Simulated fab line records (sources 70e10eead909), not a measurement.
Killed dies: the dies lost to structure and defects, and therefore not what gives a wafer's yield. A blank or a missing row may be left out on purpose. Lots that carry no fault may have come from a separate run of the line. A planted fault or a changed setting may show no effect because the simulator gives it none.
Matching of chambers :: flow nand-harc :: pecvd-03 running NHARC_P_M2_PRE_CLEAN_32: 3 sister chambers
The step time 12 s. 20 wafers are shown with their chamber, then 10 later ones without.

WAFERS PAIRED WITH THEIR CHAMBERS
wafer: L074.1
chamber: 2
heater-power-w (W): 612

wafer: L074.3
chamber: 0
heater-power-w (W): 545

wafer: L074.5
chamber: 0
heater-power-w (W): 559

wafer: L075.1
chamber: 1
heater-power-w (W): 561

wafer: L075.2
chamber: 0
heater-power-w (W): 551

wafer: L075.4
chamber: 0
heater-power-w (W): 526

wafer: L076.1
chamber: 0
heater-power-w (W): 555

wafer: L076.4
chamber: 2
heater-power-w (W): 688

wafer: L076.5
chamber: 1
heater-power-w (W): 616

wafer: L084.3
chamber: 0
heater-power-w (W): 545

wafer: L084.4
chamber: 1
heater-power-w (W): 699

wafer: L084.6
chamber: 2
heater-power-w (W): 637

wafer: L085.2
chamber: 0
heater-power-w (W): 532

wafer: L085.4
chamber: 0
heater-power-w (W): 536

wafer: L085.6
chamber: 2
heater-power-w (W): 749

wafer: L087.1
chamber: 0
heater-power-w (W): 509

wafer: L087.5
chamber: 1
heater-power-w (W): 607

wafer: L087.6
chamber: 0
heater-power-w (W): 514

wafer: L089.1
chamber: 2
heater-power-w (W): 661

wafer: L089.2
chamber: 1
heater-power-w (W): 685

SIGNATURES (means of the wafers above)
reading: heater-power-w
chamber 0: 537.20
chamber 1: 633.60
chamber 2: 669.40
scatter within a chamber: 39.8
Rule: distance of a wafer from a chamber = root of the sum over the readings of ((wafer's reading minus chamber's mean) / reading's scatter) squared. The wafer belongs to the nearest chamber; if the next one is less than 2 further off, it can't be placed. The scatter: the root of (the sum of the squares of (reading less its chamber's mean) over the shown wafers, divided by (wafers less chambers)).

WAFERS MISSING THEIR CHAMBER
wafer: L089.6
heater-power-w (W): 579

wafer: L091.1
heater-power-w (W): 576

wafer: L091.2
heater-power-w (W): 712

wafer: L091.4
heater-power-w (W): 708

wafer: L092.3
heater-power-w (W): 581

wafer: L092.4
heater-power-w (W): 668

wafer: L092.5
heater-power-w (W): 721

wafer: L093.2
heater-power-w (W): 584

wafer: L093.3
heater-power-w (W): 720

wafer: L093.5
heater-power-w (W): 579

CHAMBER TAKEN BY EACH
wafer: L089.6
from the rows above: can't be placed: 0 or 1 or 2
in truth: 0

wafer: L091.1
from the rows above: can't be placed: 0 or 1 or 2
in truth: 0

wafer: L091.2
from the rows above: can't be placed: 2 or 1
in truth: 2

wafer: L091.4
from the rows above: can't be placed: 2 or 1
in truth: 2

wafer: L092.3
from the rows above: can't be placed: 0 or 1 or 2
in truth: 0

wafer: L092.4
from the rows above: can't be placed: 2 or 1
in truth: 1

wafer: L092.5
from the rows above: can't be placed: 2 or 1
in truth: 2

wafer: L093.2
from the rows above: can't be placed: 0 or 1 or 2
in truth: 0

wafer: L093.3
from the rows above: can't be placed: 2 or 1
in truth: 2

wafer: L093.5
from the rows above: can't be placed: 0 or 1 or 2
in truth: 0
Correctly placed: 0 of 10. Cannot be placed on the basis of these rows: 10; the candidates contain the true chamber in 10. Wrongly placed: 0.
